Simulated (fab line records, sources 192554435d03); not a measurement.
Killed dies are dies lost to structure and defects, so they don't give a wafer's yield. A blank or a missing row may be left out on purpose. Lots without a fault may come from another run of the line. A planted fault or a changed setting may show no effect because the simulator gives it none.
fab line records | flow n5_finfet
record lots=6 wafers=18 last_day=16
route steps=1938 shown BEOL_M15@1788 PASSIVATION@1936
lots that met no fault: from a run of the same line without faults
start_h: hours from the record's first day to the start of the lot's first wafer shown | wait_h: hours since the lot's step before | " the same as in the row above | L1.1+2: a row that stands for several wafers | - no value, or no start given | * or withheld: withheld | < > ~ a bound
route shown NAME@n: a module of which the file shows steps, and the number in the route of the first | usual: mean/standard deviation of fault-free wafers | same: alike in all rows | chamber/n: place in a boat | sites: the reading at each site | _std_site: their standard deviation | _edge_site: outer sites' mean less inner sites' | radius_mm: how far each site lies from the wafer's centre | mask NAME#n: copy n | behind: the tool/chamber that last shaped the wafer | hold: why the lot was held/for how many hours/how that ended | device: the transistor (n, p or np) that didn't switch | end of line: the same wafers' tests at the end of the route | a step without rows: its recipe alone | killed: dies lost to structure and defects at the first sort, not the wafer's yield | map: a wafer's dies, x killed, . not, _ none there
set.NAME: the setting as run; set.NAME@STEP: as run at that earlier step | model.NAME: the simulator's own value behind a step, which no gauge read
lots at some steps of the route; a table a step, a row a wafer
services: from which hour (start_h, from the record's first day; less than 0 if before it) a tool's chamber was out of use, for how many hours, and why
## steps
# step N5_BEOL_M15_VIA_ETCH_16
# recipe chemistry=C4F8/O2/Ar target=SiO2 he_inner_torr=15 he_outer_torr=30 target_depth_a=17922 time_s=withheld ion_energy_ev=800 pressure_mtorr=20 source_w=1905 bias_w=2040 Ar_flow_sccm=400 C4F8_flow_sccm=16 O2_flow_sccm=12 ends=cleared
# usual drypump_motor_current_A=5.8/0.47 oes_product_au=0.71/0.079 rf_vpp_V=2212/19 showerhead_plenum_p_Torr=3.37/0.11 throttle_valve_pct=30.8/0.3
# columns lot.wafer tool chamber start_h wait_h drypump_motor_current_A oes_product_au rf_vpp_V showerhead_plenum_p_Torr throttle_valve_pct
L621.3 rie_diel-04 0 275.94 0.0 5.6 0.62 2222 3.39 31.1
L621.5 " 2 " " 5.7 0.82 2204 3.38 30.9
L621.6 " 1 " " 6.1 0.66 2253 3.55 30.7
L624.1 rie_diel-03 3 282.96 0.0 6.2 0.69 2181 3.32 30.9
L624.2 " 1 " " 4.7 0.82 2232 3.51 30.7
L624.5 " 0 " " 6.1 0.66 2218 3.28 31.0
L625.1 rie_diel-04 2 287.08 0.0 5.7 0.81 2205 3.38 30.9
L625.2 " 1 " " 6.1 0.65 2255 3.55 30.7
L625.4 " 3 " " 5.8 0.63 2210 3.38 31.0
L626.1 rie_diel-02 0 287.61 0.0 5.7 0.65 2208 3.44 31.2
L626.5 " 1 " " 5.7 0.67 2189 3.17 30.3
L626.6 " 0 " " 5.7 0.64 2209 3.44 31.2
L631.1 rie_diel-02 2 320.91 0.0 5.2 0.79 2207 3.36 30.4
L631.4 " 1 " " 5.7 0.66 2189 3.17 30.3
L631.5 " 0 " " 5.7 0.65 2208 3.43 31.2
L636.1 rie_diel-02 1 360.91 0.0 5.7 0.66 2187 3.16 30.4
L636.3 " 3 " " 6.3 0.78 2237 3.48 30.4
L636.4 " 2 " " 5.2 0.77 2207 3.35 30.4
# step N5_BEOL_M15_STRIP_63
# recipe chemistry=O2 power_w=600 temp_c=60 pressure_mtorr=30 rf_frequency_hz=6e+07 bias_power_w=0 overash_fraction=0.3 o2_flow_sccm=225
# usual drypump_motor_current_A=5.7/0.47 o2_flow_sccm=225.0/0.68 oes_product_au=0.79/0.084 rf_vpp_V=3.7/0.78 showerhead_plenum_p_Torr=2.05/0.069 throttle_valve_pct=16.58/0.29
# same bias_power_w=0
# columns lot.wafer tool chamber start_h wait_h drypump_motor_current_A o2_flow_sccm oes_product_au rf_hours_counter_h rf_vpp_V showerhead_plenum_p_Torr throttle_valve_pct
L621.3 rie_diel-04 0 - - 5.6 226.1 0.69 234 3.0 2.07 17.03
L621.5 " 2 " " 5.7 225.7 0.91 - 3.6 2.05 16.49
L621.6 " 1 " " 6.1 225.6 0.73 - 3.6 2.17 16.61
L624.1 rie_diel-03 3 - - 6.2 224.6 0.77 137 3.1 2.02 16.75
L624.2 " 1 " " 4.7 225.0 0.91 30 3.6 2.13 16.36
L624.5 " 0 " " 6.1 224.7 0.73 - 3.3 2.00 16.90
L625.1 rie_diel-04 2 - - 5.7 225.6 0.89 29 3.3 2.04 16.48
L625.2 " 1 " " 6.1 224.7 0.74 195 3.1 2.17 16.66
L625.4 " 3 " " 5.8 224.2 0.71 246 3.5 2.06 16.93
L626.1 rie_diel-02 0 - - 5.7 224.6 0.71 175 3.8 2.09 16.93
L626.5 " 1 " " 5.7 224.0 0.74 - 3.2 1.92 16.31
L626.6 " 0 " " 5.7 224.4 0.74 - 2.8 2.09 16.92
L631.1 rie_diel-02 2 - - 5.1 224.1 0.89 40 4.1 2.06 16.26
L631.4 " 1 " " 5.7 225.6 0.74 175 3.6 1.92 16.31
L631.5 " 0 " " 5.7 224.3 0.72 - 2.9 2.08 16.94
L636.1 rie_diel-02 1 - - 5.7 225.5 0.73 187 4.1 1.91 16.32
L636.3 " 3 " " 6.2 223.6 0.85 49 5.3 2.12 16.13
L636.4 " 2 " " 5.2 223.3 0.85 52 3.1 2.05 16.27
# step N5_BEOL_M15_STRIP_64
# recipe chemistry=O2 power_w=600 temp_c=60 pressure_mtorr=30 rf_frequency_hz=6e+07 bias_power_w=0 overash_fraction=0.3 o2_flow_sccm=225
# usual drypump_motor_current_A=5.7/0.47 o2_flow_sccm=225.0/0.7 oes_product_au=0.79/0.086 rf_vpp_V=3.6/0.55 showerhead_plenum_p_Torr=2.05/0.069 throttle_valve_pct=16.58/0.29
# same bias_power_w=0
# columns lot.wafer tool chamber start_h wait_h drypump_motor_current_A o2_flow_sccm oes_product_au rf_hours_counter_h rf_vpp_V showerhead_plenum_p_Torr throttle_valve_pct
L621.3 rie_diel-04 0 - - 5.6 224.2 0.68 234 3.5 2.07 17.05
L621.5 " 2 " " 5.7 224.1 0.91 - 2.5 2.05 16.46
L621.6 " 1 " " 6.1 225.5 0.73 - 3.3 2.17 16.63
L624.1 rie_diel-03 3 - - 6.2 225.2 0.76 137 2.6 2.02 16.71
L624.2 " 1 " " 4.7 226.3 0.91 30 3.0 2.13 16.36
L624.5 " 0 " " 6.1 225.6 0.73 - 3.4 2.00 16.93
L625.1 rie_diel-04 2 - - 5.7 225.1 0.89 29 3.6 2.04 16.47
L625.2 " 1 " " 6.1 224.5 0.72 195 4.1 2.17 16.64
L625.4 " 3 " " 5.8 225.4 0.70 246 3.8 2.06 16.96
L626.1 rie_diel-02 0 - - 5.7 223.6 0.72 175 3.5 2.09 16.90
L626.5 " 1 " " 5.7 225.7 0.73 - 4.1 1.92 16.30
L626.6 " 0 " " 5.7 225.0 0.73 - 4.4 2.09 16.91
L631.1 rie_diel-02 2 - - 5.2 225.2 0.88 40 4.3 2.06 16.27
L631.4 " 1 " " 5.7 224.8 0.73 175 3.3 1.92 16.31
L631.5 " 0 " " 5.7 224.7 0.72 - 2.6 2.08 16.95
L636.1 rie_diel-02 1 - - 5.7 226.3 0.73 187 2.6 1.91 16.35
L636.3 " 3 " " 6.3 224.9 0.87 49 3.5 2.12 16.16
L636.4 " 2 " " 5.2 224.4 0.86 52 3.1 2.05 16.31
# step N5_BEOL_M15_STRIP_65
# recipe chemistry=post_etch_residue_remover time_s=60 temp_c=25 remover_ph=withheld remover_water_wt_pct=withheld remover_fluoride_wt_pct=withheld
# step N5_BEOL_M15_SRD_66
# recipe time_s=30 temp_c=23 rinse_liquid=diw dry=n2_spin spin_rpm=1500 dry_time_s=30
# step N5_BEOL_M15_CD_MEAS_17
# recipe target_cd_nm=360 polarity=opening
# usual cd_nm=361.3/1.4
# columns lot.wafer tool chamber start_h wait_h cd_nm
L621.3 cd_sem-01 - 276.35 0.0 360.7
L621.5 " - " " 361.7
L621.6 " - " " 357.4
L624.1 cd_sem-03 - 283.37 0.0 360.4
L624.2 " - " " 362.5
L624.5 " - " " 362.6
L625.1 cd_sem-01 - 287.49 0.0 362.0
L625.2 " - " " 359.7
L625.4 " - " " 360.9
L626.1 cd_sem-01 - 288.02 0.0 359.5
L626.5 " - " " 360.9
L626.6 " - " " 358.8
L631.1 cd_sem-01 - 321.33 0.0 359.6
L631.4 " - " " 360.8
L631.5 " - " " 362.2
L636.1 cd_sem-01 - 361.32 0.0 363.5
L636.3 " - " " 362.7
L636.4 " - " " 362.0
# step N5_BEOL_M15_COAT_56
# recipe resist=SOC temp_c=250 time_s=60 spin_rpm=1500 resist_thk_nm=550
# step N5_BEOL_M15_ETCH_57
# recipe chemistry=N2/H2 target=SOC source_w=3000 bias_w=350 time_s=750 ion_energy_ev=200 pressure_mtorr=30 n2_flow_sccm=200 h2_flow_sccm=200
# usual drypump_motor_current_A=5.8/0.46 oes_product_au=0.78/0.087 rf_vpp_V=522.3/2.6 showerhead_plenum_p_Torr=2.48/0.085 throttle_valve_pct=17.70/0.28
# same time_s=750
# columns lot.wafer tool chamber start_h wait_h drypump_motor_current_A oes_product_au rf_hours_counter_h rf_vpp_V showerhead_plenum_p_Torr throttle_valve_pct
L621.3 rie_diel-03 2 276.64 - 6.2 0.72 196 519.7 2.43 17.93
L621.5 " 0 " " 6.1 0.74 - 521.4 2.41 17.84
L621.6 " 3 " " 6.2 0.77 - 520.0 2.44 17.78
L624.1 rie_diel-03 2 283.51 - 6.2 0.70 200 520.0 2.42 17.94
L624.2 " 0 " " 6.1 0.73 210 520.3 2.41 17.85
L624.5 " 2 " " 6.2 0.70 - 520.2 2.42 17.93
L625.1 rie_diel-03 1 287.60 - 4.7 0.91 32 524.4 2.58 17.45
L625.2 " 3 " " 6.2 0.76 139 519.5 2.44 17.81
L625.4 " 2 " " 6.2 0.71 202 520.2 2.42 17.93
L626.1 rie_diel-04 3 288.13 - 5.8 0.70 247 522.5 2.50 18.07
L626.5 " 0 " " 5.6 0.67 - 523.6 2.50 18.11
L626.6 " 1 " " 6.1 0.72 - 526.4 2.64 17.76
L631.1 rie_diel-03 3 321.69 - 6.2 0.76 149 521.1 2.44 17.84
L631.4 " 2 " " 6.2 0.70 211 520.9 2.42 17.93
L631.5 " 2 " " 6.2 0.71 - 520.8 2.42 17.95
L636.1 rie_diel-02 1 361.69 - 5.7 0.72 188 516.9 2.32 17.40
L636.3 " 3 " " 6.3 0.85 49 524.4 2.59 17.39
L636.4 " 0 " " 5.7 0.71 198 522.7 2.52 18.12
# step N5_BEOL_M15_COAT_60
# recipe resist=BARC temp_c=205 time_s=60 spin_rpm=1500 resist_thk_nm=89
# step N5_BEOL_M15_COAT_22
# recipe spin_rpm=1704 resist_thk_nm=800
# step N5_BEOL_M15_EBR_24
# recipe solvent=PGMEA ebr_width_mm=1.5
# step N5_BEOL_M15_SOFTBAKE_23
# recipe temp_c=130 time_s=60
# step N5_BEOL_M15_EXPOSE_25
# recipe mask_id=M15 na=0.8 source_shape=annular sigma_inner=0.5 sigma_outer=0.8 polarization=unpolarized target_cd_nm=400 dose_mj=35.5
# same sigma_outer=0.8
# columns lot.wafer tool chamber start_h wait_h mask model.BEOL_M15.overlay_x_nm
L621.3+5+6 krf_scanner-02 0 277.38 - M15#0 2.2
L624.1+2+5 krf_scanner-01 0 284.26 - M15#0 -1
L625.1+2+4 krf_scanner-01 0 288.23 - M15#0 59.4
L626.1+5+6 krf_scanner-01 0 288.73 - M15#0 58.6
L631.1+4+5 krf_scanner-02 0 322.29 - M15#0 -0.6
L636.1+3+4 krf_scanner-02 0 362.42 - M15#0 2.6
# step N5_BEOL_M15_PEB_26
# recipe peb_temp_c=130 peb_time_s=90
# step N5_BEOL_M15_DEVELOP_27
# recipe develop_time_s=45 rinse_liquid=diw dry=air_spin dev_temp_c=21
# step N5_BEOL_M15_HARDBAKE_32
# recipe temp_c=130 time_s=120
# step N5_BEOL_M15_CD_MEAS_28
# recipe target_cd_nm=407.6 landing_energy_ev=500 detector=se_inlens
# usual cd_nm=407.2/1.7
# columns lot.wafer tool chamber start_h wait_h cd_nm
L621.3 cd_sem-02 0 277.54 - 406.7
L621.5 " 0 " " 407.1
L621.6 " 0 " " 405.7
L624.1 cd_sem-01 0 284.43 - 409.2
L624.2 " 0 " " 407.4
L624.5 " 0 " " 409.8
L625.1 cd_sem-01 0 288.40 - 406.9
L625.2 " 0 " " 406.0
L625.4 " 0 " " 407.3
L626.1 cd_sem-02 0 288.90 - 407.5
L626.5 " 0 " " 408.7
L626.6 " 0 " " 408.9
L631.1 cd_sem-01 0 322.47 - 408.4
L631.4 " 0 " " 409.5
L631.5 " 0 " " 408.9
L636.1 cd_sem-01 0 362.59 - 407.2
L636.3 " 0 " " 409.5
L636.4 " 0 " " 406.7
# step N5_BEOL_M15_OVL_MEAS_29
# recipe points_per_wafer=44
# usual M15_OVL=-1/4.3
# columns lot.wafer tool chamber start_h wait_h M15_OVL[nm]
L621.3 overlay-01 0 277.57 0.0 4
L621.5 " 0 " " 3
L621.6 " 0 " " 9
L624.1 overlay-02 0 284.47 0.0 0
L624.2 " 0 " " 1
L624.5 " 0 " " 5
L625.1 overlay-01 0 288.43 0.0 65
L625.2 " 0 " " 55
L625.4 " 0 " " 61
L626.1 overlay-01 0 288.93 0.0 61
L626.5 " 0 " " 60
L626.6 " 0 " " 57
L631.1 overlay-01 0 322.50 0.0 -7
L631.4 " 0 " " -12
L631.5 " 0 " " -6
L636.1 overlay-02 0 362.62 0.0 -2
L636.3 " 0 " " -2
L636.4 " 0 " " 1
# step N5_BEOL_M15_INSPECT_30
# recipe mode=adi inspect_instrument=macro
# usual raw_defect_count=2.2/1.2
# columns lot.wafer tool chamber start_h wait_h raw_defect_count
L621.3 defect_inspect-02 - 277.59 0.0 3
L621.5 " - " " 3
L621.6 " - " " 2
L624.1 defect_inspect-02 - 284.49 0.0 0
L624.2 " - " " 3
L624.5 " - " " 4
L625.1 defect_inspect-01 - 288.45 0.0 2
L625.2 " - " " 1
L625.4 " - " " 4
L626.1 defect_inspect-01 - 288.95 0.0 2
L626.5 " - " " 2
L626.6 " - " " 2
L631.1 defect_inspect-01 - 322.52 0.0 3
L631.4 " - " " 1
L631.5 " - " " 2
L636.1 defect_inspect-02 - 362.64 0.0 2
L636.3 " - " " 4
L636.4 " - " " 3
# step N5_PASSIVATION_PROBE_49
# usual defect_limited_yield=91.5/1.3 killed_at_M0_to_M3=33/11 killed_at_M4_up=14/5.3 killed_at_contacts=11/6.3 killed_at_front_end=38/10 killed_at_other=3.7/2.8 killed_dies=101/16 killed_open=67/12 killed_short=32/7.4 sort_bin_5_function=5.0/0.86 sort_bin_6_memory=3.2/0.69 sort_n_pass=1079/16 sort_yield_pct=91.5/1.3
# same gross_dies=1180 killed_at_back_side=0 sort_bin_4_leakage[%]=0 sort_bin_8_speed[%]=0
# columns lot.wafer tool chamber start_h wait_h defect_limited_yield[%] killed_at_M0_to_M3 killed_at_M4_up killed_at_contacts killed_at_front_end killed_at_other killed_dies killed_open killed_short sort_bin_5_function[%] sort_bin_6_memory[%] sort_n_pass sort_yield_pct[%]
L624.1 prober-01 - 304.24 0.0 89.8 39 15 25 39 2 120 77 42 5.9 3.6 1060 89.8
L624.2 prober-01 - 304.29 0.1 90.5 31 10 23 46 2 112 72 40 5.0 4.3 1068 90.5
L624.5 prober-01 - 304.44 0.2 89.7 33 20 16 50 2 121 80 40 5.8 4.2 1059 89.7
L626.1 prober-02 - 306.15 0.0 92.8 12 26 7 38 2 85 57 27 4.4 2.4 1095 92.8
L626.5 prober-02 - 306.35 0.2 89.9 34 21 15 48 1 119 80 37 5.8 4.0 1061 89.9
L626.6 prober-02 - 306.40 0.3 90.0 22 26 8 62 0 118 74 40 5.7 3.8 1062 90.0
L631.1 prober-01 - 347.49 0.0 91.8 35 17 12 28 5 97 69 25 4.8 3.3 1083 91.8
L631.4 prober-01 - 347.64 0.2 89.7 44 16 20 34 7 121 77 38 6.4 3.5 1059 89.7
L631.5 prober-01 - 347.69 0.2 92.5 25 17 1 42 4 89 65 21 4.7 2.5 1091 92.5
L636.1 prober-02 - 381.75 0.0 90.8 39 7 6 46 10 108 73 34 4.3 4.2 1072 90.8
L636.3 prober-02 - 381.85 0.1 91.7 37 16 5 35 5 98 59 35 4.8 3.4 1082 91.7
L636.4 prober-02 - 381.90 0.2 89.8 59 13 4 39 5 120 85 35 5.6 4.4 1060 89.8
# killed by level:class
L624.1 MOL_CONTACT_COAG:geometric_particle:open=20 BEOL_M1:geometric_particle:open=10 FIN_SAQP:geometric_particle:short=9 BEOL_M0_SAQP:geometric_particle:short=9 FIN_SAQP:geometric_particle:open=8 BEOL_M4:geometric_particle:open=6 MOL_CONTACT_COAG:geometric_particle:short=5 BEOL_M3:geometric_particle:open=5
L624.2 MOL_CONTACT_COAG:geometric_particle:open=20 FIN_SAQP:geometric_particle:short=11 BEOL_M1:geometric_particle:open=8 GATE_CUT:geometric_particle:short=7 BEOL_M0_SAQP:geometric_particle:short=6 FIN_SAQP:geometric_particle:open=5 ILD0:geometric_particle:short=5 BEOL_M0_SAQP:geometric_particle:open=5
L624.5 MOL_CONTACT_COAG:geometric_particle:open=12 BEOL_M4:geometric_particle:open=12 FIN_SAQP:geometric_particle:open=9 BEOL_M1:geometric_particle:open=9 FIN_SAQP:geometric_particle:short=7 BEOL_M0_SAQP:geometric_particle:open=7 BEOL_M2:geometric_particle:open=7 STI_FIN_REVEAL:geometric_particle:open=6
L626.1 BEOL_M4:geometric_particle:open=16 FIN_SAQP:geometric_particle:short=9 MOL_CONTACT_COAG:geometric_particle:open=7 FIN_SAQP:geometric_particle:open=6 DUMMY_GATE:geometric_particle:open=6 BEOL_M2:geometric_particle:open=5 BEOL_M4:geometric_particle:short=3 STARTING-WAFER:geometric_particle:short=3
L626.5 MOL_CONTACT_COAG:geometric_particle:open=13 FIN_SAQP:geometric_particle:open=9 GATE_CUT:geometric_particle:short=9 DUMMY_GATE:geometric_particle:open=8 BEOL_M2:geometric_particle:open=8 FIN_SAQP:geometric_particle:short=7 BEOL_M5:geometric_particle:open=7 BEOL_M1:geometric_particle:open=7
L626.6 FIN_SAQP:geometric_particle:open=18 BEOL_M4:geometric_particle:open=16 FIN_SAQP:geometric_particle:short=11 GATE_CUT:geometric_particle:short=10 BEOL_M0:geometric_particle:open=6 BEOL_M3:geometric_particle:open=6 STI_FIN_REVEAL:geometric_particle:open=6 MOL_CONTACT_COAG:geometric_particle:open=6
L631.1 MOL_CONTACT_COAG:geometric_particle:open=10 STI_FIN_REVEAL:geometric_particle:open=9 BEOL_M2:geometric_particle:open=8 BEOL_M4:geometric_particle:open=8 BEOL_M0_SAQP:geometric_particle:short=7 BEOL_M0_SAQP:geometric_particle:open=7 FIN_SAQP:geometric_particle:short=4 BEOL_M1:geometric_particle:open=4
L631.4 MOL_CONTACT_COAG:geometric_particle:open=14 BEOL_M1:geometric_particle:open=10 STI_FIN_REVEAL:geometric_particle:open=8 BEOL_M4:geometric_particle:open=8 MOL_CONTACT_COAG:geometric_particle:short=6 BEOL_M0_SAQP:geometric_particle:short=6 BEOL_M2:geometric_particle:open=6 BEOL_M3:geometric_particle:open=6
L631.5 STI_FIN_REVEAL:geometric_particle:open=16 BEOL_M1:geometric_particle:open=9 BEOL_M4:geometric_particle:open=8 FIN_SAQP:geometric_particle:short=6 DUMMY_GATE:geometric_particle:open=6 BEOL_M3:geometric_particle:open=5 FIN_SAQP:geometric_particle:open=3 BEOL_M0_SAQP:geometric_particle:open=3
L636.1 BEOL_M3:geometric_particle:open=16 FIN_SAQP:geometric_particle:short=10 FIN_SAQP:geometric_particle:open=9 BEOL_M1:geometric_particle:open=8 STI_FIN_REVEAL:geometric_particle:open=7 BEOL_M2:geometric_particle:open=5 BEOL_M7:geometric_particle:open=3 DUMMY_GATE:geometric_particle:open=3
L636.3 BEOL_M1:geometric_particle:open=10 FIN_SAQP:geometric_particle:short=9 BEOL_M3:geometric_particle:open=9 BEOL_M2:geometric_particle:open=8 BEOL_M4:geometric_particle:open=5 STARTING-WAFER:geometric_particle:short=5 DUMMY_GATE:geometric_particle:short=4 MOL_CONTACT_COAG:geometric_particle:open=4
L636.4 BEOL_M1:geometric_particle:open=17 BEOL_M0_SAQP:geometric_particle:open=13 BEOL_M3:geometric_particle:open=10 FIN_SAQP:geometric_particle:short=6 STI_FIN_REVEAL:geometric_particle:open=6 BEOL_M0_SAQP:geometric_particle:short=6 BEOL_M2:geometric_particle:open=6 FIN_SAQP:geometric_particle:open=5
## services
# columns tool chamber start_h hours kind
rie_diel-04 3 257.50 8.1 repair
rie_diel-02 - 270.26 14.6 pm
krf_scanner-01 - 272.40 1.0 pm
krf_scanner-02 - 285.57 3.5 repair
krf_scanner-01 - 289.12 0.8 pm
rie_diel-02 - 289.47 0.3 repair
krf_scanner-01 - 298.18 0.8 pm
rie_diel-04 3 298.96 - clean
rie_diel-04 3 298.96 - consumable_replace:focus_ring
rie_diel-04 3 298.96 20.0 scheduled_down
rie_diel-04 3 298.96 20.0 vent_cycle
krf_scanner-02 0 304.82 - calibration
krf_scanner-02 - 316.87 1.3 pm
krf_scanner-01 - 318.01 1.0 repair
rie_diel-04 0 318.99 - clean
rie_diel-04 0 318.99 - consumable_replace:focus_ring
rie_diel-04 0 318.99 15.8 scheduled_down
rie_diel-04 0 318.99 15.8 vent_cycle
krf_scanner-02 - 319.02 1.0 pm
krf_scanner-01 - 329.79 2.1 repair
krf_scanner-01 0 348.35 - calibration
## key
first_sign step=N5_BEOL_M15_OVL_MEAS_29 reading=M15_OVL direction=up sigmas=14 usual=-1 struck=60
effect none on later readings
model_effect step=N5_BEOL_M15_EXPOSE_25 value=BEOL_M15.overlay_x_nm without=-2.2 struck=59
met_at N5_BEOL_M15_EXPOSE_25
struck_wafers L625.1,L625.2,L625.4,L626.1,L626.5,L626.6
onset_between 284.26 288.23
earlier_fault kind=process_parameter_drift tool=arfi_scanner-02 chamber=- onset_h=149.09 steps=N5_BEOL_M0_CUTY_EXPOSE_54 channel=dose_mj offset=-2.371 shape=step acts_in=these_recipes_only stated=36
fault kind=scanner_matching_overlay tool=krf_scanner-01 chamber=- onset_h=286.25 steps=N5_BEOL_M15_EXPOSE_25 offset=61.374
